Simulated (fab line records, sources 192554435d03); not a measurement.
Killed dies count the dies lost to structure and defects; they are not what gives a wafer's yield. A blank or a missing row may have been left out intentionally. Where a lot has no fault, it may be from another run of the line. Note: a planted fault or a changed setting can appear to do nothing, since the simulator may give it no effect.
fab line records | flow n5_finfet
[record] lots = 7 wafers = 21
route steps=1938 shown BEOL_M6@1204 BEOL_M7@1263
start_h: hours from the record's opening day to when the first of the lot's shown wafers began | wait_h: how many hours have passed since the lot's step before this one | " repeats the value in the row above | L1.1+2: a row that stands for several wafers | - no value, or no start given | * or withheld: withheld | < > ~ a bound
route shown NAME@n: a module of which the file shows steps, and the number in the route of the first | usual: mean/standard deviation taken from wafers without a fault | same: alike in all rows | chamber/n: place in a boat | sites: readings site by site | _std_site: the values' standard deviation | _edge_site: inner sites' mean taken away from outer sites' mean | radius_mm: how far each site lies from the wafer's centre | mask NAME#n: copy n | behind: tool/chamber where the wafer was last shaped | hold: reason for holding the lot/hours on hold/outcome of the hold | device: whichever transistor did not switch (one of n, p or np) | end of line: the same wafers' tests at the end of the route | a step given without rows: its recipe and nothing more | killed: dies lost to structure and defects at the first sort, not the wafer's yield | map: per-die view of a wafer (x killed, . not killed, _ where there is no die)
set.NAME: the run value of the setting; set.NAME@STEP: its run value at that earlier step | model.NAME: the simulator's own value behind a step, which no gauge read
lots with deliberately changed settings; one table per step, one row per wafer
[[steps]]
[step N5_BEOL_M6_EXPOSE_08]
[recipe] mask_id = M6 na = 1.35 source_shape = dipole sigma_inner = 0.817 sigma_outer = 0.97 polarization = te dose_mj = 68.25
// columns lot.wafer tool chamber start_h wait_h mask set.dose_mj
L076.2+3+4 arfi_scanner-03 0 194.09 - M6#0 68.25
L081.1+5 arfi_scanner-01 0 224.58 - M6#0 68.25
L081.4 " 0 " " M6#0 69.97
L083.1+2+5 arfi_scanner-01 0 231.65 - M6#0 68.25
L091.1+6 arfi_scanner-02 0 281.87 - M6#0 68.25
L091.3 " 0 " " M6#0 71.54
L090.4+5+6 arfi_scanner-03 0 302.39 - M6#0 68.25
L093.1+3+6 arfi_scanner-02 0 333.33 - M6#0 68.25
L095.1+5 arfi_scanner-03 0 359.60 - M6#0 63.2
L095.6 " 0 " " M6#0 68.25
[step N5_BEOL_M6_PEB_09]
[recipe] peb_temp_c = withheld peb_time_s = 60 resist = CAR-ArF
[step N5_BEOL_M6_DEVELOP_10]
[recipe] develop_time_s = 30 developer = TMAH resist = CAR-ArF rinse_liquid = diw dry = air_spin dev_temp_c = 23
[step N5_BEOL_M6_CD_MEAS_11]
[recipe] target_cd_nm = 38.5 landing_energy_ev = 500 detector = se_inlens polarity = opening
[usual] cd_nm = 38.3/0.64
// columns lot.wafer tool chamber start_h wait_h set.dose_mj@BEOL_M6_EXPOSE_08 cd_nm
L076.2 cd_sem-02 0 194.21 - 68.25 37.8
L076.3 " 0 " " 68.25 37.8
L076.4 " 0 " " 68.25 37.9
L081.1 cd_sem-01 0 224.71 - 68.25 38.8
L081.4 " 0 " " 69.97 39.9
L081.5 " 0 " " 68.25 38.3
L083.1 cd_sem-02 0 231.78 - 68.25 38.3
L083.2 " 0 " " 68.25 38.0
L083.5 " 0 " " 68.25 37.7
L091.1 cd_sem-02 0 281.99 - 68.25 38.9
L091.3 " 0 " " 71.54 41.0
L091.6 " 0 " " 68.25 38.9
L090.4 cd_sem-01 0 302.50 - 68.25 37.9
L090.5 " 0 " " 68.25 38.1
L090.6 " 0 " " 68.25 37.7
L093.1 cd_sem-01 0 333.45 - 68.25 39.2
L093.3 " 0 " " 68.25 38.9
L093.6 " 0 " " 68.25 39.0
L095.1 cd_sem-01 0 359.73 - 63.2 34.0
L095.5 " 0 " " 63.2 35.3
L095.6 " 0 " " 68.25 38.8
[step N5_BEOL_M6_DESCUM_16]
[recipe] chemistry = O2 time_s = 7.9 source_power_w = 50 bias_power_w = 20 pressure_mtorr = 20 rf_frequency_hz = 2.712e+07 temp_c = 40 resist = CAR-ArF o2_flow_sccm = 225
[step N5_BEOL_M6_ETCH_61]
[recipe] chemistry = CF4 target = SiARC target_depth_a = 455 mask_material = CAR-ArF time_s = 75.8 ion_energy_ev = 80 pressure_mtorr = 40 source_w = 545 bias_w = 36 Ar_flow_sccm = 100 cf4_flow_sccm = 100 ends = cleared
// columns lot.wafer tool chamber start_h wait_h set.dose_mj@BEOL_M6_EXPOSE_08 model.BEOL_M6.cd_offset_nm
L076.2 rie_diel-05 0 194.66 0.0 68.25 0
L076.3 " 3 " " 68.25 -0.8
L076.4 " 1 " " 68.25 -0.6
L081.1+5 rie_diel-03 0,3 224.83 0.0 68.25 0.4
L081.4 " 1 " " 69.97 1.6
L083.1+5 rie_diel-05 3,2 231.90 0.0 68.25 -0.6
L083.2 " 1 " " 68.25 -0.8
L091.1 rie_diel-01 2 282.12 0.0 68.25 0.2
L091.3 " 0 " " 71.54 2.4
L091.6 " 0 " " 68.25 0.4
L090.4+5+6 rie_diel-05 2,1,0 302.65 0.0 68.25 -0.6
L093.1 rie_diel-01 3 333.60 0.0 68.25 0.8
L093.3 " 0 " " 68.25 0.4
L093.6 " 2 " " 68.25 0.2
L095.1 rie_diel-03 1 359.88 0.0 63.2 -4.6
L095.5 " 0 " " 63.2 -3.4
L095.6 " 1 " " 68.25 0.2
[step N5_BEOL_M6_ETCH_62]
[recipe] chemistry = N2/H2 target = SOC target_depth_a = 1100 overetch_a = 220 mask_material = SiARC temp_c = 40 time_s = 165 ion_energy_ev = 200 pressure_mtorr = 30 source_w = 840 bias_w = 150 n2_flow_sccm = 200 h2_flow_sccm = 200
// columns lot.wafer tool chamber start_h wait_h set.spin_rpm@BEOL_M6_COAT_59 set.dose_mj@BEOL_M6_EXPOSE_08 model.etch.depth_nm model.BEOL_M6.cd_offset_nm
L076.2 rie_diel-05 0 194.72 0.0 1623 68.25 96.37 0.2
L076.3 " 3 " " 1500 68.25 100.2 -0.8
L076.4 " 1 " " 1500 68.25 100.4 -0.8
L081.1 rie_diel-03 0 224.89 0.0 1500 68.25 99.99 0.4
L081.4 " 1 " " 1500 69.97 100.2 1.4
L081.5 " 3 " " 1500 68.25 99.79 0
L083.1 rie_diel-05 3 231.96 0.0 1500 68.25 100.3 -0.2
L083.2 " 1 " " 1386 68.25 104.4 -0.6
L083.5 " 2 " " 1500 68.25 100.1 -0.6
L091.1 rie_diel-01 2 282.17 0.0 1591 68.25 96.95 0.2
L091.3 " 0 " " 1500 71.54 100.1 1.8
L091.6 " 0 " " 1500 68.25 100 0
L090.4 rie_diel-05 2 302.75 0.1 1500 68.25 99.43 -0.6
L090.5 " 1 " " 1500 68.25 99.63 0
L090.6 " 0 " " 1500 68.25 99.38 -0.4
L093.1 rie_diel-01 3 333.66 0.0 1500 68.25 99.79 1
L093.3 " 0 " " 1500 68.25 100.1 0
L093.6 " 2 " " 1500 68.25 99.78 0.2
L095.1 rie_diel-03 1 359.94 0.0 1565 63.2 97.21 -4.6
L095.5 " 0 " " 1500 63.2 99.52 -3.4
L095.6 " 1 " " 1500 68.25 99.33 0
[step N5_BEOL_M6_STRIP_68]
[recipe] chemistry = N2/H2 temp_c = 40 n2_flow_sccm = 200 h2_flow_sccm = 200 rf_frequency_hz = 6e+07
[step N5_BEOL_M6_STRIP_67]
[recipe] chemistry = CF4 resist = SiARC power_w = 300 bias_power_w = 75 pressure_mtorr = 50 cf4_flow_sccm = 150 rf_frequency_hz = 6e+07
[step N5_BEOL_M6_HM_OPEN_17]
[recipe] chemistry = Cl2/BCl3 target_depth_a = 200 overetch_a = 60 target = TiN mask_material = SOC ion_energy_ev = 150 pressure_mtorr = 10 icp_w = 1000 bias_w = 126 Cl2_flow_sccm = 53.25 bcl3_flow_sccm = 21.75 Ar_flow_sccm = 25
// columns lot.wafer tool chamber start_h wait_h set.dose_mj@BEOL_M6_EXPOSE_08 model.BEOL_M6.cd_offset_nm
L076.2 rie_metal-01 0 194.90 0.0 68.25 0.2
L076.3 " 1 " " 68.25 -0.8
L076.4 " 0 " " 68.25 -1
L081.1 rie_metal-02 0 225.07 0.0 68.25 0.2
L081.4 " 0 " " 69.97 1.4
L081.5 " 0 " " 68.25 0
L083.1 rie_metal-02 1 232.15 0.0 68.25 -0.2
L083.2+5 " 0 " " 68.25 -0.6
L091.1+6 rie_metal-02 0 282.36 0.0 68.25 0
L091.3 " 1 " " 71.54 1.8
L090.4 rie_metal-01 1 302.90 0.1 68.25 -0.6
L090.5 " 0 " " 68.25 -0.2
L090.6 " 1 " " 68.25 -0.4
L093.1 rie_metal-01 1 333.85 0.0 68.25 1
L093.3+6 " 1,0 " " 68.25 0
L095.1 rie_metal-03 0 360.12 0.0 63.2 -4.6
L095.5 " 1 " " 63.2 -3.8
L095.6 " 0 " " 68.25 0
[step N5_BEOL_M6_STRIP_19]
[recipe] chemistry = O2 power_w = 400 temp_c = 40 pressure_mtorr = 30 rf_frequency_hz = 6e+07 bias_power_w = 0 overash_fraction = 0.2 o2_flow_sccm = 225
[step N5_BEOL_M6_CD_MEAS_18]
[recipe] pitch_nm = 80 target_cd_nm = 40
[usual] cd_nm = 39.8/0.7
// columns lot.wafer tool chamber start_h wait_h set.dose_mj@BEOL_M6_EXPOSE_08 cd_nm
L076.2 cd_sem-01 - 195.09 0.1 68.25 40.2
L076.3 " - " " 68.25 39.3
L076.4 " - " " 68.25 38.9
L081.1 cd_sem-01 - 225.30 0.0 68.25 40.3
L081.4 " - " " 69.97 40.9
L081.5 " - " " 68.25 40.0
L083.1 cd_sem-03 - 232.33 0.0 68.25 39.9
L083.2 " - " " 68.25 39.3
L083.5 " - " " 68.25 39.4
L091.1 cd_sem-01 - 282.54 0.0 68.25 40.1
L091.3 " - " " 71.54 41.8
L091.6 " - " " 68.25 39.9
L090.4 cd_sem-01 - 303.09 0.0 68.25 39.4
L090.5 " - " " 68.25 39.9
L090.6 " - " " 68.25 39.6
L093.1 cd_sem-03 - 334.06 0.0 68.25 41.5
L093.3 " - " " 68.25 39.9
L093.6 " - " " 68.25 39.9
L095.1 cd_sem-03 - 360.50 0.1 63.2 35.5
L095.5 " - " " 63.2 36.3
L095.6 " - " " 68.25 40.2
[step N5_BEOL_M6_COAT_63]
[recipe] resist = SOC temp_c = 250 time_s = 60 spin_rpm = 1500 resist_thk_nm = 60
[step N5_BEOL_M6_COAT_64]
[recipe] resist = SiARC temp_c = 220 time_s = 60 spin_rpm = 1500 resist_thk_nm = 12
[step N5_BEOL_M6_PRECLEAN_42]
[recipe] chemistry = residue_remover time_s = 60 temp_c = 40
[step N5_BEOL_M6_SRD_43]
[recipe] time_s = 30 temp_c = 23 rinse_liquid = diw dry = ipa_marangoni
[step N5_BEOL_M6_CD_MEAS_35]
[recipe] target_cd_nm = 40 target_cd_y_nm = 28 polarity = opening
[usual] cd_nm = 39.8/0.75
// columns lot.wafer tool chamber start_h wait_h set.dose_mj@BEOL_M6_EXPOSE_08 cd_nm
L076.2 cd_sem-02 - 196.24 0.0 68.25 39.8
L076.3 " - " " 68.25 39.3
L076.4 " - " " 68.25 38.6
L081.1 cd_sem-01 - 226.43 0.0 68.25 40.4
L081.4 " - " " 69.97 41.2
L081.5 " - " " 68.25 39.9
L083.1 cd_sem-03 - 235.68 0.0 68.25 39.9
L083.2 " - " " 68.25 39.2
L083.5 " - " " 68.25 38.8
L091.1 cd_sem-03 - 285.30 0.0 68.25 40.2
L091.3 " - " " 71.54 42.3
L091.6 " - " " 68.25 39.6
L090.4 cd_sem-03 - 306.33 0.0 68.25 39.7
L090.5 " - " " 68.25 40.3
L090.6 " - " " 68.25 39.6
L093.1 cd_sem-02 - 335.10 0.0 68.25 41.4
L093.3 " - " " 68.25 40.0
L093.6 " - " " 68.25 40.2
L095.1 cd_sem-03 - 363.59 0.0 63.2 35.0
L095.5 " - " " 63.2 36.0
L095.6 " - " " 68.25 39.7
[step N5_BEOL_M7_ILD_DEP_00]
[recipe] material = SiCOH_lowk target_thk_a = 1797.5 temp_c = 300 precursor = DEMS/porogen pressure_torr = 5 rf_w = 500 time_s = 33.4
// columns lot.wafer tool chamber start_h wait_h set.time_s model.SiCOH_lowk_of_BEOL_M7_ILD_DEP_00.thk_nm
L076.2 pecvd-02 2 198.51 0.0 36 189.2
L076.3 " 0 " " 33.4 177.6
L076.4 " 1 " " 36 192.8
L081.1 pecvd-03 0 229.14 0.0 33.4 180.2
L081.4 " 2 " " 33.4 179.8
L081.5 " 0 " " 33.4 182.4
L083.1 pecvd-02 0 238.31 0.0 36.57 193.8
L083.2 " 2 " " 36.57 193
L083.5 " 1 " " 33.4 179.2
L091.1+3 pecvd-02 0,1 288.98 0.0 33.4 178
L091.6 " 0 " " 33.4 182.6
L090.4 pecvd-04 2 308.84 0.1 33.4 176
L090.5 " 0 " " 33.4 177.8
L090.6 " 1 " " 33.4 178.2
L093.1 pecvd-04 0 337.50 0.0 33.4 177.6
L093.3 " 1 " " 33.4 175.2
L093.6 " 1 " " 33.4 180.4
L095.1 pecvd-02 2 367.52 0.0 30.97 159.6
L095.5 " 1 " " 33.4 177.4
L095.6 " 2 " " 30.97 165.4
[step N5_BEOL_M7_CURE_74]
[recipe] temp_c = 385 time_s = 240 ambient = He/Ar material = SiCOH_lowk
// columns lot.wafer tool chamber start_h wait_h set.time_s@BEOL_M7_ILD_DEP_00 model.SiCOH_lowk_of_BEOL_M7_ILD_DEP_00.thk_nm
L076.2 uv_cure-03 1 198.65 0.1 36 163.2
L076.3 " 1 " " 33.4 153.2
L076.4 " 1 " " 36 166.4
L081.1 uv_cure-03 2 229.44 0.3 33.4 155.4
L081.4 " 2 " " 33.4 155
L081.5 " 2 " " 33.4 157.4
L083.1 uv_cure-02 1 238.38 0.0 36.57 167.4
L083.2 " 1 " " 36.57 166.6
L083.5 " 1 " " 33.4 154.6
L091.1 uv_cure-01 1 289.05 0.0 33.4 153.4
L091.3 " 1 " " 33.4 153.6
L091.6 " 1 " " 33.4 157.6
L090.4 uv_cure-03 2 309.13 0.3 33.4 151.8
L090.5 " 2 " " 33.4 153.4
L090.6 " 2 " " 33.4 153.6
L093.1 uv_cure-01 2 337.56 0.0 33.4 153.2
L093.3 " 2 " " 33.4 151
L093.6 " 2 " " 33.4 155.6
L095.1 uv_cure-01 1 367.60 0.1 30.97 137.6
L095.5 " 1 " " 33.4 152.8
L095.6 " 1 " " 30.97 142.6
[step N5_BEOL_M7_THK_MEAS_01]
[recipe] reads = SiCOH_lowk_of_BEOL_M7_ILD_DEP_00
[usual] M7_ILD_THK = 154.3/2
// columns lot.wafer tool chamber start_h wait_h set.time_s@BEOL_M7_ILD_DEP_00 M7_ILD_THK[nm]
L076.2 film_metro-01 - 199.09 0.4 36 163.3
L076.3 " - " " 33.4 153.1
L076.4 " - " " 36 166.3
L081.1 film_metro-01 - 230.43 0.8 33.4 155.3
L081.4 " - " " 33.4 155.1
L081.5 " - " " 33.4 157.3
L083.1 film_metro-01 - 238.89 0.4 36.57 167.3
L083.2 " - " " 36.57 166.5
L083.5 " - " " 33.4 154.5
L091.1 film_metro-02 - 289.56 0.4 33.4 153.3
L091.3 " - " " 33.4 153.6
L091.6 " - " " 33.4 157.5
L090.4 film_metro-01 - 309.40 0.2 33.4 151.7
L090.5 " - " " 33.4 153.2
L090.6 " - " " 33.4 153.8
L093.1 film_metro-01 - 338.08 0.4 33.4 153.1
L093.3 " - " " 33.4 151.0
L093.6 " - " " 33.4 155.5
L095.1 film_metro-02 - 368.11 0.4 30.97 137.6
L095.5 " - " " 33.4 152.8
L095.6 " - " " 30.97 142.6
[step N5_BEOL_M7_PECVD_70]
[recipe] material = SiO2 target_thk_a = 200 temp_c = 400 precursor = TEOS/O2 pressure_torr = 5.5 rf_w = 450 teos_flow_sccm = 53.8 gas = O2 flow_sccm = 3000 time_s = 22.7
// columns lot.wafer tool chamber start_h wait_h set.temp_c model.SiO2_of_BEOL_M7_PECVD_70.thk_nm
L076.2 pecvd-04 0 199.12 0.0 400 20
L076.3 " 2 " " 395 20.8
L076.4 " 0 " " 395 21.2
L081.1 pecvd-02 0 230.47 0.0 400 19.6
L081.4 " 0 " " 384.2 22
L081.5 " 1 " " 384.2 21.8
L083.1 pecvd-04 1 238.93 0.0 400 20
L083.2+5 " 0,2 " " 400 20.4
L091.1 pecvd-03 0 289.60 0.0 385.6 21.4
L091.3 " 2 " " 385.6 21.8
L091.6 " 0 " " 400 19.8
L090.4 pecvd-04 0 309.45 0.1 400 20.4
L090.5 " 1 " " 400 20
L090.6 " 2 " " 400 20.2
L093.1 pecvd-02 2 338.11 0.0 400 19.8
L093.3+6 " 0 " " 400 20.2
L095.1 pecvd-03 0 368.15 0.0 415.9 17.6
L095.5 " 2 " " 400 20
L095.6 " 0 " " 415.9 17.8
[step N5_BEOL_M7_COAT_71]
[recipe] resist = underlayer temp_c = 205 time_s = 60 spin_rpm = 1500 resist_thk_nm = 5
// columns lot.wafer tool chamber start_h wait_h set.spin_rpm
L076.2+4 litho_track-05 0 - - 1500
L076.3 " 0 " " 1337
L081.1+5 litho_track-04 0 - - 1643
L081.4 " 0 " " 1500
L083.1+2 litho_track-03 0 - - 1500
L083.5 " 0 " " 1414
L091.1+6 litho_track-04 0 - - 1597
L091.3 " 0 " " 1500
L090.4+5+6 litho_track-05 0 - - 1500
L093.1+3+6 litho_track-03 0 - - 1500
L095.1+5 litho_track-05 0 - - 1574
L095.6 " 0 " " 1500
[step N5_BEOL_M7_DESCUM_33]
[recipe] chemistry = O2 time_s = 7 source_power_w = 50 bias_power_w = 20 pressure_mtorr = 20 rf_frequency_hz = 2.712e+07 temp_c = 40 resist = CAR-EUV o2_flow_sccm = 225
// columns lot.wafer tool chamber start_h wait_h set.time_s model.CAR-EUV_of_BEOL_M7_COAT_22.thk_nm
L076.2+3 rie_diel-04 0,3 204.05 0.1 7 26
L076.4 " 2 " " 7 26.2
L081.1 rie_diel-04 2 234.74 0.2 7.879 25.8
L081.4 " 1 " " 7.879 25.6
L081.5 " 3 " " 7 26
L083.1 rie_diel-02 0 241.93 0.0 5.591 26.6
L083.2 " 1 " " 7 26
L083.5 " 2 " " 5.591 26.8
L091.1+3 rie_diel-02 3,1 294.57 0.2 7 26.2
L091.6 " 3 " " 7 26
L090.4+6 rie_diel-06 0,2 311.84 0.0 6.072 26.6
L090.5 " 3 " " 7 26.2
L093.1+3 rie_diel-02 3,0 340.81 0.0 7 26.2
L093.6 " 2 " " 7 26
L095.1+5+6 rie_diel-04 0,2,1 379.11 0.0 5.841 26.6
[step N5_BEOL_M7_ETCH_72]
[recipe] chemistry = N2/H2 target = underlayer target_depth_a = 65 mask_material = CAR-EUV time_s = 5.2 ion_energy_ev = 200 pressure_mtorr = 30 source_w = 840 bias_w = 150 n2_flow_sccm = 200 h2_flow_sccm = 200 ends = cleared
// columns lot.wafer tool chamber start_h wait_h set.spin_rpm@BEOL_M7_COAT_71 model.etch.depth_nm
L076.2 rie_diel-04 0 204.08 0.0 1500 4.996
L076.3 " 3 " " 1337 5.294
L076.4 " 2 " " 1500 5.007
L081.1 rie_diel-04 2 234.77 0.0 1643 4.796
L081.4 " 1 " " 1500 5.01
L081.5 " 3 " " 1643 4.773
L083.1 rie_diel-02 0 241.97 0.0 1500 4.986
L083.2 " 1 " " 1500 4.991
L083.5 " 2 " " 1414 5.142
L091.1 rie_diel-02 3 294.60 0.0 1597 4.871
L091.3 " 1 " " 1500 5.046
L091.6 " 3 " " 1597 4.863
L090.4+5 rie_diel-06 0,3 311.86 0.0 1500 4.988
L090.6 " 2 " " 1500 4.986
L093.1 rie_diel-02 3 340.84 0.0 1500 4.978
L093.3 " 0 " " 1500 4.981
L093.6 " 2 " " 1500 4.98
L095.1 rie_diel-04 0 379.14 0.0 1574 4.877
L095.5 " 2 " " 1574 4.863
L095.6 " 1 " " 1500 4.987
[step N5_BEOL_M7_ETCH_65]
[recipe] chemistry = CF4 target = SiARC target_depth_a = 156 mask_material = CAR-EUV time_s = 26 ion_energy_ev = 80 pressure_mtorr = 40 source_w = 545 bias_w = 36 Ar_flow_sccm = 100 cf4_flow_sccm = 100 ends = cleared
// columns lot.wafer tool chamber start_h wait_h set.time_s@BEOL_M7_DESCUM_33 model.CAR-EUV_of_BEOL_M7_COAT_22.thk_nm
L076.2 rie_diel-04 0 204.10 0.0 7 11
L076.3 " 3 " " 7 10.8
L076.4 " 2 " " 7 11.2
L081.1 rie_diel-04 2 234.79 0.0 7.879 11
L081.4 " 1 " " 7.879 10.6
L081.5 " 3 " " 7 11.4
L083.1 rie_diel-02 0 241.98 0.0 5.591 11.8
L083.2 " 1 " " 7 11
L083.5 " 2 " " 5.591 11.6
L091.1 rie_diel-02 3 294.62 0.0 7 11.4
L091.3+6 " 1,3 " " 7 11.2
L090.4 rie_diel-06 0 311.88 0.0 6.072 11.6
L090.5 " 3 " " 7 11.2
L090.6 " 2 " " 6.072 11.8
L093.1+3+6 rie_diel-02 3,0,2 340.86 0.0 7 11.2
L095.1+5 rie_diel-04 0,2 379.16 0.0 5.841 11.8
L095.6 " 1 " " 5.841 11.6
[step N5_BEOL_M7_ETCH_66]
[recipe] chemistry = N2/H2 target = SOC target_depth_a = 800 overetch_a = 160 mask_material = SiARC temp_c = 40 time_s = 120 ion_energy_ev = 200 pressure_mtorr = 30 source_w = 840 bias_w = 150 n2_flow_sccm = 200 h2_flow_sccm = 200
[step N5_BEOL_M7_STRIP_69]
[recipe] chemistry = N2/H2 temp_c = 40 n2_flow_sccm = 200 h2_flow_sccm = 200 rf_frequency_hz = 6e+07
[step N5_BEOL_M7_STRIP_80]
[recipe] chemistry = N2/H2 time_s = 10 power_w = 450 temp_c = 40 pressure_mtorr = 20 rf_frequency_hz = 6e+07 bias_power_w = 7 n2_flow_sccm = 200 h2_flow_sccm = 200
[step N5_BEOL_M7_HM_STRIP_39]
[recipe] chemistry = peroxide_tin_strip material = TiN target_depth_a = 250 temp_c = 50 time_s = 158
// columns lot.wafer tool chamber start_h wait_h set.temp_c@BEOL_M7_PECVD_70 model.SiO2_of_BEOL_M7_PECVD_70.thk_nm
L076.2 wet_bench-02 6 204.51 0.0 400 20
L076.3 " 5 " " 395 20.8
L076.4 " 2 " " 395 21
L081.1 wet_bench-05 4 235.20 0.0 400 19.4
L081.4 " 3 " " 384.2 21.8
L081.5 " 7 " " 384.2 21.6
L083.1 wet_bench-05 7 242.39 0.0 400 19.8
L083.2+5 " 0,6 " " 400 20.2
L091.1 wet_bench-02 0 295.03 0.0 385.6 21.4
L091.3 " 5 " " 385.6 21.6
L091.6 " 7 " " 400 19.6
L090.4 wet_bench-03 0 312.29 0.0 400 20.2
L090.5+6 " 2,4 " " 400 20
L093.1 wet_bench-05 1 341.27 0.0 400 19.6
L093.3+6 " 5,2 " " 400 20
L095.1+6 wet_bench-03 2,1 379.57 0.0 415.9 17.6
L095.5 " 4 " " 400 20
[[key]]
[split] step = N5_BEOL_M6_EXPOSE_08 setting = dose_mj stated = 68.25 by = wafer
[response] step = N5_BEOL_M6_CD_MEAS_11 reading = cd_nm change = +0.522 per = 1% r = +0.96
[response] step = N5_BEOL_M6_ETCH_61 reading = model.BEOL_M6.cd_offset_nm change = +0.524 per = 1% r = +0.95
[response] step = N5_BEOL_M6_ETCH_62 reading = model.BEOL_M6.cd_offset_nm change = +0.484 per = 1% r = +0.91
[response] step = N5_BEOL_M6_HM_OPEN_17 reading = model.BEOL_M6.cd_offset_nm change = +0.51 per = 1% r = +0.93
[response] step = N5_BEOL_M6_CD_MEAS_18 reading = cd_nm change = +0.496 per = 1% r = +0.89
[response] step = N5_BEOL_M6_CD_MEAS_35 reading = cd_nm change = +0.539 per = 1% r = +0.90
[split] step = N5_BEOL_M7_ILD_DEP_00 setting = time_s stated = 33.4 by = wafer
[response] step = N5_BEOL_M7_ILD_DEP_00 reading = model.SiCOH_lowk_of_BEOL_M7_ILD_DEP_00.thk_nm change = +1.71 per = 1% r = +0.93
[response] step = N5_BEOL_M7_CURE_74 reading = model.SiCOH_lowk_of_BEOL_M7_ILD_DEP_00.thk_nm change = +1.48 per = 1% r = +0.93
[response] step = N5_BEOL_M7_THK_MEAS_01 reading = M7_ILD_THK change = +1.48 per = 1% r = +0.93
[split] step = N5_BEOL_M7_PECVD_70 setting = temp_c stated = 400 by = wafer
[response] step = N5_BEOL_M7_PECVD_70 reading = model.SiO2_of_BEOL_M7_PECVD_70.thk_nm change = -0.565 per = 1% r = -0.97
[response] step = N5_BEOL_M7_HM_STRIP_39 reading = model.SiO2_of_BEOL_M7_PECVD_70.thk_nm change = -0.579 per = 1% r = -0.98
[split] step = N5_BEOL_M7_COAT_71 setting = spin_rpm stated = 1500 by = wafer
[response] step = N5_BEOL_M7_ETCH_72 reading = model.etch.depth_nm change = -0.0258 per = 1% r = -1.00
[split] step = N5_BEOL_M7_DESCUM_33 setting = time_s stated = 7 by = wafer
[response] step = N5_BEOL_M7_DESCUM_33 reading = model.CAR-EUV_of_BEOL_M7_COAT_22.thk_nm change = -0.0314 per = 1% r = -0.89
[response] step = N5_BEOL_M7_ETCH_65 reading = model.CAR-EUV_of_BEOL_M7_COAT_22.thk_nm change = -0.0383 per = 1% r = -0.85
split outside_this_file step=N5_BEOL_M6_COAT_59 setting=spin_rpm
// split outside_this_file: this setting was split too, and the file shows its column; the key of that split is in another file
